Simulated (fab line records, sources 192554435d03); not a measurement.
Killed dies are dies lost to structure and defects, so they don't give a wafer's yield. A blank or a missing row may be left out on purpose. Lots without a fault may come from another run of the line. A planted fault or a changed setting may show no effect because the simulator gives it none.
fab line records | flow n5_finfet
record lots=5 wafers=15 last_day=18
route steps=1938 shown BEOL_M5@1169 BEOL_M6@1194 PASSIVATION@1936
lots that met no fault: from a run of the same line without faults
start_h: hours from the record's first day to the start of the lot's first wafer shown | wait_h: hours since the lot's step before | " the same as in the row above | L1.1+2: a row that stands for several wafers | - no value, or no start given | * or withheld: withheld | < > ~ a bound
route shown NAME@n: a module of which the file shows steps, and the number in the route of the first | usual: mean/standard deviation of fault-free wafers | same: alike in all rows | chamber/n: place in a boat | sites: the reading at each site | _std_site: their standard deviation | _edge_site: outer sites' mean less inner sites' | radius_mm: how far each site lies from the wafer's centre | mask NAME#n: copy n | behind: the tool/chamber that last shaped the wafer | hold: why the lot was held/for how many hours/how that ended | device: the transistor (n, p or np) that didn't switch | end of line: the same wafers' tests at the end of the route | a step without rows: its recipe alone | killed: dies lost to structure and defects at the first sort, not the wafer's yield | map: a wafer's dies, x killed, . not, _ none there
set.NAME: the setting as run; set.NAME@STEP: as run at that earlier step | model.NAME: the simulator's own value behind a step, which no gauge read
lots at some steps of the route; a table a step, a row a wafer
services: from which hour (start_h, from the record's first day; less than 0 if before it) a tool's chamber was out of use, for how many hours, and why
## steps
# step N5_BEOL_M5_CURE_80
# recipe temp_c=370 time_s=120 ambient=DMADMS/He material=SiCOH_lowk
# step N5_BEOL_M5_DEGAS_44
# recipe ambient=vacuum temp_c=250 time_s=60
# step N5_BEOL_M5_PRE_CLEAN_45
# recipe gas=H2/He time_s=30 temp_c=250
# usual heater_power_w=342/27
# columns lot.wafer tool chamber start_h wait_h heater_power_w
L303.1 pvd_sputter-03 - 172.56 0.0 372
L303.3 " - " " 378
L303.4 " - " " 371
L304.1 pvd_sputter-03 - 188.81 0.0 363
L304.5 " - " " 378
L304.6 " - " " 368
L308.2 pvd_sputter-03 - 204.35 0.0 306
L308.5 " - " " 369
L308.6 " - " " 368
L315.3 pvd_sputter-01 - 291.89 0.0 379
L315.4 " - " " 344
L315.6 " - " " 298
L324.2 pvd_sputter-03 - 321.10 0.0 379
L324.3 " - " " 368
L324.4 " - " " 370
# step N5_BEOL_M5_ALD_86
# recipe material=TaN target_thk_a=* temp_c=275 ald_precursor_family=PDMAT ald_co_reactant=NH3 pressure_torr=3 carrier_flow_sccm=1500 pulse_time_s=2 purge_time_s=3 co_reactant_purge_time_s=2 co_reactant_pulse_time_s=3 ald_cycles=30 precursor_vessel_temp_c=75 precursor_vessel_pressure_torr=26.25 precursor_vessel_carrier_sccm=1000
# step N5_BEOL_M5_SURFACE_TREAT_87
# recipe gas=Ar time_s=* ion_energy_ev=* ion_current_ma_cm2=0.5 pressure_mtorr=* ar_flow_sccm=30
# step N5_BEOL_M5_CVD_47
# recipe material=Co target_thk_a=30 temp_c=withheld precursor=CCTBA/H2 pressure_torr=30 time_s=216
# step N5_BEOL_M5_SPUTTER_48
# recipe material=Cu target_thk_a=150 temp_c=-20 chamber_pressure_pa=0.07 power_w=withheld time_s=27.62
# usual chuck_sensor_temp_C=-15.7/0.48 throttle_valve_pct=30.1/1.2
# columns lot.wafer tool chamber start_h wait_h chuck_sensor_temp_C throttle_valve_pct
L303.1 pvd_sputter-03 - 173.28 0.2 -16.3 29.1
L303.3 " - " " -15.6 30.9
L303.4 " - " " -16.3 30.3
L304.1 pvd_sputter-02 - 189.51 0.2 -15.2 31.2
L304.5 " - " " -14.6 28.1
L304.6 " - " " -15.3 31.5
L308.2 pvd_sputter-02 - 205.17 0.2 -16.0 29.8
L308.5 " - " " -14.8 28.2
L308.6 " - " " -15.7 30.6
L315.3 pvd_sputter-02 - 293.74 0.9 -14.8 27.9
L315.4 " - " " -15.2 31.4
L315.6 " - " " -15.8 30.6
L324.2 pvd_sputter-03 - 321.86 0.2 -16.1 29.3
L324.3 " - " " -16.5 29.3
L324.4 " - " " -16.5 29.3
# step N5_BEOL_M5_ANNEAL_49
# recipe temp_c=400 time_s=1800 ambient=vacuum
# step N5_BEOL_M5_SPUTTER_81
# recipe material=Cu target_thk_a=150 temp_c=-20 chamber_pressure_pa=0.07 power_w=withheld time_s=27.62
# step N5_BEOL_M5_ANNEAL_82
# recipe temp_c=400 time_s=1800 ambient=vacuum
# step N5_BEOL_M5_SPUTTER_83
# recipe material=Cu target_thk_a=150 temp_c=-20 chamber_pressure_pa=0.07 power_w=withheld time_s=27.62
# step N5_BEOL_M5_ANNEAL_84
# recipe temp_c=400 time_s=1800 ambient=vacuum
# step N5_BEOL_M5_SPUTTER_88
# recipe material=Cu target_thk_a=150 temp_c=-20 chamber_pressure_pa=0.07 power_w=withheld time_s=27.62
# usual chuck_sensor_temp_C=-15.8/0.5 throttle_valve_pct=30.1/1.2
# columns lot.wafer tool chamber start_h wait_h chuck_sensor_temp_C throttle_valve_pct
L303.1 pvd_sputter-03 - 176.54 0.5 -16.5 29.3
L303.3 " - " " -15.7 30.9
L303.4 " - " " -16.1 30.4
L304.1 pvd_sputter-02 - 192.77 0.5 -15.3 31.5
L304.5 " - " " -14.8 28.2
L304.6 " - " " -15.3 31.4
L308.2 pvd_sputter-02 - 208.43 0.5 -16.1 29.8
L308.5 " - " " -14.8 27.9
L308.6 " - " " -15.6 30.6
L315.3 pvd_sputter-02 - 297.00 0.5 -14.8 28.0
L315.4 " - " " -15.3 31.2
L315.6 " - " " -15.6 30.5
L324.2 pvd_sputter-03 - 325.12 0.5 -15.9 29.7
L324.3 " - " " -16.7 29.1
L324.4 " - " " -16.5 28.8
# step N5_BEOL_M5_ANNEAL_89
# recipe temp_c=400 time_s=1800 ambient=vacuum
# step N5_BEOL_M5_SPUTTER_90
# recipe material=Cu target_thk_a=45 temp_c=-20 chamber_pressure_pa=0.07 power_w=withheld time_s=8.29
# step N5_BEOL_M5_ECD_50
# recipe material=Cu target_thk_a=3000
# step N5_BEOL_M5_ANNEAL_51
# recipe temp_c=225 time_s=90 ambient=N2
# step N5_BEOL_M5_CMP_52
# recipe stop_on=SiCOH_lowk t_overpolish_s=6.9 down_force_psi=1 platen_rpm=50 clearing_platen_down_force_psi=1.5 clearing_platen_rpm=50 post_cmp_clean=cu_alkaline target_thk_nm=62 clearing_platen_pad_velocity_m_s=0.99484 pad_velocity_m_s=0.99484
# step N5_BEOL_M5_PRE_CLEAN_77
# recipe gas=NH3/H2 time_s=15 temp_c=* rf_power_w=300
# usual heater_power_w=87/19
# columns lot.wafer tool chamber start_h wait_h heater_power_w
L303.1 cvd_co-01 1 178.46 0.0 93
L303.3 " 0 " " 70
L303.4 " 1 " " 93
L304.1 cvd_co-01 2 194.69 0.0 104
L304.5 " 2 " " 103
L304.6 " 0 " " 67
L308.2 cvd_co-01 2 210.68 0.0 107
L308.5 " 1 " " 92
L308.6 " 0 " " 69
L315.3 cvd_co-01 1 304.83 0.0 95
L315.4 " 0 " " 69
L315.6 " 1 " " 98
L324.2 cvd_co-01 0 327.11 0.0 71
L324.3 " 2 " " 103
L324.4 " 0 " " 72
# step N5_BEOL_M5_CO_CAP_78
# recipe material=Co target_thk_a=20 temp_c=200 precursor=CCTBA/H2 pressure_torr=30 time_s=102.1
# step N5_BEOL_M5_PRE_CLEAN_55
# recipe gas=NH3 time_s=15 temp_c=withheld rf_power_w=300
# step N5_BEOL_M5_DEP_56
# recipe material=SiCN target_thk_a=80 temp_c=withheld precursor=3MS/NH3 pressure_torr=3 rf_w=202 time_s=14
# step N5_BEOL_M5_RS_MEAS_57
# recipe thk_meas_gauge=four-point-probe reads=Co_of_BEOL_M5_CO_CAP_78+Cu_of_BEOL_M5_ECD_50+Co_of_BEOL_M5_CVD_47+TaN_of_BEOL_M5_ALD_86
# usual M5_RS=0.387/0.011
# columns lot.wafer tool chamber start_h wait_h M5_RS[ohm/sq]
L303.1 film_metro-01 - 178.68 0.0 0.381
L303.3 " - " " 0.378
L303.4 " - " " 0.373
L304.1 film_metro-01 - 194.91 0.0 0.381
L304.5 " - " " 0.389
L304.6 " - " " 0.386
L308.2 film_metro-01 - 210.90 0.1 0.382
L308.5 " - " " 0.400
L308.6 " - " " 0.406
L315.3 film_metro-02 - 305.05 0.1 0.394
L315.4 " - " " 0.390
L315.6 " - " " 0.397
L324.2 film_metro-01 - 327.42 0.1 0.376
L324.3 " - " " 0.378
L324.4 " - " " 0.390
# step N5_BEOL_M6_ILD_DEP_00
# recipe material=SiCOH_lowk target_thk_a=1797.5 temp_c=300 precursor=DEMS/porogen pressure_torr=5 rf_w=500 time_s=33.4
# step N5_BEOL_M6_CURE_74
# recipe temp_c=385 time_s=240 ambient=He/Ar material=SiCOH_lowk
# step N5_BEOL_M6_THK_MEAS_01
# recipe reads=SiCOH_lowk_of_BEOL_M6_ILD_DEP_00
# usual M6_ILD_THK=154.2/2.1
# columns lot.wafer tool chamber start_h wait_h M6_ILD_THK[nm]
L303.1 film_metro-01 - 179.32 0.4 151.4
L303.3 " - " " 153.7
L303.4 " - " " 156.4
L304.1 film_metro-02 - 195.55 0.4 152.0
L304.5 " - " " 156.0
L304.6 " - " " 155.5
L308.2 film_metro-02 - 211.54 0.4 154.9
L308.5 " - " " 153.0
L308.6 " - " " 156.8
L315.3 film_metro-02 - 305.69 0.3 150.8
L315.4 " - " " 154.3
L315.6 " - " " 154.3
L324.2 film_metro-02 - 328.06 0.4 152.2
L324.3 " - " " 152.0
L324.4 " - " " 153.9
# step N5_BEOL_M6_PECVD_70
# recipe material=SiO2 target_thk_a=200 temp_c=400 precursor=TEOS/O2 pressure_torr=5.5 rf_w=450 teos_flow_sccm=53.8 gas=O2 flow_sccm=3000 time_s=22.7
# step N5_BEOL_M6_HM_DEP_02
# recipe material=TiN target_thk_a=200 temp_c=25 chamber_pressure_pa=0.49996
# usual throttle_valve_pct=30.0/1.1
# columns lot.wafer tool chamber start_h wait_h throttle_valve_pct
L303.1 pvd_sputter-02 - 180.95 1.6 31.3
L303.3 " - " " 27.8
L303.4 " - " " 30.6
L304.1 pvd_sputter-03 - 195.79 0.2 30.8
L304.5 " - " " 30.2
L304.6 " - " " 29.4
L308.2 pvd_sputter-02 - 211.65 0.1 28.6
L308.5 " - " " 30.6
L308.6 " - " " 28.1
L315.3 pvd_sputter-02 - 308.26 2.5 30.7
L315.4 " - " " 29.7
L315.6 " - " " 28.3
L324.2 pvd_sputter-01 - 328.45 0.3 31.4
L324.3 " - " " 28.3
L324.4 " - " " 30.5
# step N5_BEOL_M6_COAT_59
# recipe resist=SOC temp_c=250 time_s=60 spin_rpm=1500 resist_thk_nm=100
# step N5_BEOL_M6_COAT_60
# recipe resist=SiARC temp_c=220 time_s=60 spin_rpm=1500 resist_thk_nm=35
# step N5_BEOL_M6_COAT_05
# recipe resist=CAR-ArF spin_rpm=1500 resist_thk_nm=90
# step N5_BEOL_M6_EBR_07
# recipe solvent=PGMEA ebr_width_mm=1.5
# step N5_BEOL_M6_SOFTBAKE_06
# recipe temp_c=110 time_s=60 resist=CAR-ArF
# step N5_BEOL_M6_EXPOSE_08
# recipe mask_id=M6 na=1.35 source_shape=dipole sigma_inner=0.817 sigma_outer=0.97 polarization=te dose_mj=68.25
# step N5_BEOL_M6_PEB_09
# recipe peb_temp_c=withheld peb_time_s=60 resist=CAR-ArF
# step N5_BEOL_M6_DEVELOP_10
# recipe develop_time_s=30 developer=TMAH resist=CAR-ArF rinse_liquid=diw dry=air_spin dev_temp_c=23
# step N5_BEOL_M6_CD_MEAS_11
# recipe target_cd_nm=38.5 landing_energy_ev=500 detector=se_inlens polarity=opening
# usual cd_nm=38.6/0.53
# columns lot.wafer tool chamber start_h wait_h cd_nm
L303.1 cd_sem-02 0 181.45 - 38.2
L303.3 " 0 " " 38.5
L303.4 " 0 " " 38.8
L304.1 cd_sem-01 0 196.28 - 37.9
L304.5 " 0 " " 38.1
L304.6 " 0 " " 38.0
L308.2 cd_sem-02 0 212.15 - 38.8
L308.5 " 0 " " 38.3
L308.6 " 0 " " 38.6
L315.3 cd_sem-01 0 308.64 - 39.0
L315.4 " 0 " " 39.1
L315.6 " 0 " " 38.7
L324.2 cd_sem-03 0 328.95 - 37.6
L324.3 " 0 " " 38.5
L324.4 " 0 " " 37.7
# step N5_BEOL_M6_OVL_MEAS_12
# recipe points_per_wafer=44
# usual M6_OVL=0.2/0.73
# columns lot.wafer tool chamber start_h wait_h M6_OVL[nm]
L303.1 overlay-02 0 181.48 0.0 -1.6
L303.3 " 0 " " -2.2
L303.4 " 0 " " 0.2
L304.1 overlay-01 0 196.31 0.0 0.1
L304.5 " 0 " " 1.3
L304.6 " 0 " " 1.0
L308.2 overlay-01 0 212.18 0.0 0.0
L308.5 " 0 " " 0.3
L308.6 " 0 " " -0.1
L315.3 overlay-01 0 308.67 0.0 0.3
L315.4 " 0 " " -0.3
L315.6 " 0 " " 0.1
L324.2 overlay-01 0 328.98 0.0 -0.6
L324.3 " 0 " " -0.2
L324.4 " 0 " " 0.3
# step N5_BEOL_M6_DESCUM_16
# recipe chemistry=O2 time_s=7.9 source_power_w=50 bias_power_w=20 pressure_mtorr=20 rf_frequency_hz=2.712e+07 temp_c=40 resist=CAR-ArF o2_flow_sccm=225
# usual drypump_motor_current_A=5.6/0.5 o2_flow_sccm=225.1/0.62 oes_product_au=0.82/0.089 rf_vpp_V=243.2/1.2 showerhead_plenum_p_Torr=2.09/0.056 throttle_valve_pct=20.37/0.25
# columns lot.wafer tool chamber start_h wait_h drypump_motor_current_A o2_flow_sccm oes_product_au rf_hours_counter_h rf_vpp_V showerhead_plenum_p_Torr throttle_valve_pct
L303.1 rie_diel-05 0 181.54 0.0 5.7 226.0 0.71 228 242.7 2.07 20.52
L303.3 " 3 " " 6.6 225.3 0.92 13 242.5 2.06 20.04
L303.4 " 1 " " 5.8 225.1 0.68 215 241.6 2.00 20.75
L304.1 rie_diel-05 1 196.37 0.0 5.8 224.4 0.68 219 241.3 1.99 20.77
L304.5 " 2 " " 6.1 224.8 0.97 - 244.7 2.14 20.11
L304.6 " 3 " " 6.6 225.1 0.91 - 243.0 2.06 20.05
L308.2 rie_diel-01 0 212.52 0.3 5.8 224.4 0.92 32 244.3 2.15 20.08
L308.5 " 2 " " 5.4 225.8 0.84 - 241.8 2.05 20.55
L308.6 " 3 " " 6.1 225.0 0.77 - 242.9 2.08 20.55
L315.3 rie_diel-06 3 308.73 0.0 5.6 225.4 0.91 20 240.9 2.05 20.27
L315.4 " 3 " " 5.6 225.3 0.93 - 242.9 2.05 20.26
L315.6 " 0 " " 5.5 224.4 0.79 - 243.1 2.11 20.18
L324.2 rie_diel-06 2 329.05 0.0 4.6 225.7 0.77 142 243.5 2.11 20.77
L324.3 " 1 " " 5.3 224.7 0.99 1 243.7 2.22 20.07
L324.4 " 0 " " 5.5 225.0 0.79 119 242.6 2.11 20.21
# step N5_PASSIVATION_PROBE_49
# usual defect_limited_yield=91.2/1.4 killed_at_M0_to_M3=36/10 killed_at_M4_up=13/5.1 killed_at_contacts=12/5.4 killed_at_front_end=39/11 killed_at_other=3.5/2.4 killed_dies=104/17 killed_on_rim=14/3.8 killed_open=67/13 killed_short=36/8.3 sort_bin_5_function=5.2/0.98 sort_bin_6_memory=3.3/0.68 sort_n_pass=1076/17 sort_yield_pct=91.2/1.4
# same gross_dies=1180 killed_at_back_side=0 sort_bin_4_leakage[%]=0 sort_bin_8_speed[%]=0
# columns lot.wafer tool chamber start_h wait_h defect_limited_yield[%] killed_at_M0_to_M3 killed_at_M4_up killed_at_contacts killed_at_front_end killed_at_other killed_dies killed_on_rim killed_open killed_short sort_bin_5_function[%] sort_bin_6_memory[%] sort_n_pass sort_yield_pct[%]
L303.1 prober-02 - 251.78 0.0 93.0 24 13 3 36 7 83 14 50 32 4.1 2.6 1097 93.0
L303.3 prober-02 - 251.88 0.1 93.5 28 13 5 26 5 77 11 49 28 3.8 2.2 1103 93.5
L303.4 prober-02 - 251.93 0.2 92.3 26 13 13 36 3 91 13 64 27 3.1 4.4 1089 92.3
L315.3 prober-02 - 410.57 1.0 84.2 33 92 16 41 4 186 28 72 31 10.1 3.1 994 84.2
# killed by level:class
L303.1 STI_FIN_REVEAL:geometric_particle:open=9 BEOL_M4:geometric_particle:open=9 BEOL_M0_SAQP:geometric_particle:short=8 BEOL_M3:geometric_particle:open=6 STARTING-WAFER:geometric_particle:short=6 FIN_SAQP:geometric_particle:open=4 STI_FIN_REVEAL:geometric_particle:short=4 BEOL_M0_SAQP:geometric_particle:open=4
L303.3 BEOL_M0_SAQP:geometric_particle:open=7 BEOL_M4:geometric_particle:open=7 BEOL_M3:geometric_particle:open=6 STI_FIN_REVEAL:geometric_particle:open=5 BEOL_M0_SAQP:geometric_particle:short=5 FIN_SAQP:geometric_particle:open=4 FIN_SAQP:geometric_particle:short=4 STI_FIN_REVEAL:geometric_particle:short=3
L303.4 MOL_CONTACT_COAG:geometric_particle:open=11 STI_FIN_REVEAL:geometric_particle:open=10 FIN_SAQP:geometric_particle:short=7 BEOL_M3:geometric_particle:open=7 BEOL_M6:geometric_particle:open=7 FIN_SAQP:geometric_particle:open=6 DUMMY_GATE:geometric_particle:open=5 BEOL_M0_SAQP:geometric_particle:short=5
L315.3 BEOL_M5:unspecified=81 MOL_CONTACT_COAG:geometric_particle:open=13 DUMMY_GATE:geometric_particle:open=11 BEOL_M0_SAQP:geometric_particle:open=11 BEOL_M0_SAQP:geometric_particle:short=10 GATE_CUT:geometric_particle:short=6 FIN_SAQP:geometric_particle:open=5 STI_FIN_REVEAL:geometric_particle:open=4
# map L315.3 (x killed, . not)
_________________.....x......________________
______________...............x.._____________
___________.......x..........xx....__________
__________....x....................._________
________.......................x......_______
_______...x..x..........x..............______
______...........................x......_____
_____.........xx....x...........x........____
____.......x...x........x..........x......___
___...x...........x.x.....x...x.x........x.__
___.x........x..x.........x........x....x..__
__.........x.......xx........x...x.........._
__x....x.........x.x...............x.x......_
_...........................x......x..x.x..x.
_x....................x.......x........x..x..
_.....x................................xxxxxx
_................x...................xxxxxxxx
_.....................xx...x........xxxxxxxxx
_x..................x......x.x.x...x.xxxxxxxx
_.xx..........x....x................xxxxxxxxx
_.........x.....x..................x.xxxxxxxx
__...........................x.....x.xxxxxxx_
__.x........xxx......................xxxxxxx_
___..xx..xx.......xx...x..........x...xxxxx__
___.......x...x..........x....x......xxxxxx__
____............x....................xx..x___
_____x....x......x....x................x.____
______............................xx...._____
_______...............x.......x........______
________................x............._______
__________......................x..._________
___________x.........x....x........__________
______________....x.x.x........._____________
_________________....x...xx..________________
# map L308.2 (x killed, . not)
_________________............________________
______________.................._____________
___________x........x...........x..__________
__________.....x.x..x.x.....xxx..x.._________
________.......x..............x......._______
_______x..........x....................______
______....x............xx..............._____
_____....x..............x...x.x..........____
____..................x....x.xx.........x.___
___.............................xxx..x.....__
___x....x......................x.....x...xx__
__...x..............x...x..........xx......._
__...............x......................x.x._
_......x......xx..........x..................
_..............x.xx.............xx...........
_...........x......x.........................
_...............x............x......x........
_...x....................x..........x...x....
_.....x..x.....................x..x..........
_x.....................x.....................
_............x......................x.......x
__..........x................xxx............_
__.......x.x................................_
___...x..........x............x..x.........__
___...x..........x....x..................x.__
____x......x.....x................x..x....___
_____..x.......x..................x......____
______..x.....x...x....................x_____
_______x.x....x.......x.............x..______
________...x.x.xx...........x........._______
__________x...x.....x..............._________
___________...........x.....x.....x__________
______________.................._____________
_________________.x.........x________________
## services
# columns tool chamber start_h hours kind
rie_diel-06 1 168.38 3.6 repair
rie_diel-06 3 219.64 - clean
rie_diel-06 3 219.64 - consumable_replace:focus_ring
rie_diel-06 3 219.64 19.4 scheduled_down
rie_diel-06 3 219.64 19.4 vent_cycle
rie_diel-05 0 243.82 - clean
rie_diel-05 0 243.82 - consumable_replace:focus_ring
rie_diel-05 0 243.82 17.7 scheduled_down
rie_diel-05 0 243.82 17.7 vent_cycle
cvd_co-01 - 254.04 0.8 repair
rie_diel-05 3 276.08 2.3 repair
rie_diel-05 1 281.57 - clean
rie_diel-05 1 281.57 - consumable_replace:focus_ring
rie_diel-05 1 281.57 - consumable_replace:showerhead
rie_diel-05 1 281.57 18.5 scheduled_down
rie_diel-05 1 281.57 18.5 vent_cycle
rie_diel-06 3 293.23 2.9 repair
rie_diel-06 1 296.27 - clean
rie_diel-06 2 303.16 1.3 repair
pvd_sputter-01 - 303.96 11.5 repair
cvd_co-01 - 311.86 0.6 repair
rie_diel-01 2 315.19 3.4 repair
rie_diel-01 0 316.28 5.0 repair
cvd_co-01 1 320.34 22.7 repair
## key
first_sign step=N5_PASSIVATION_PROBE_49 reading=killed_at_M4_up direction=up sigmas=15 usual=13 struck=92
effect step=N5_PASSIVATION_PROBE_49 reading=defect_limited_yield direction=down sigmas=4.8 usual=91.2 struck=84.2
more_kills_born_at N5_BEOL_M5_SPUTTER_88@pvd_sputter-02=81
met_at N5_BEOL_M5_SPUTTER_88
struck_wafers L315.3
onset_between 208.43 297.00
fault kind=chamber_particle_source tool=pvd_sputter-02 chamber=- onset_h=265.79 steps=N5_BEOL_M5_SPUTTER_88 rate_per_visit_cm2=0.85311 end_h=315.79 scope=struck_wafers_only
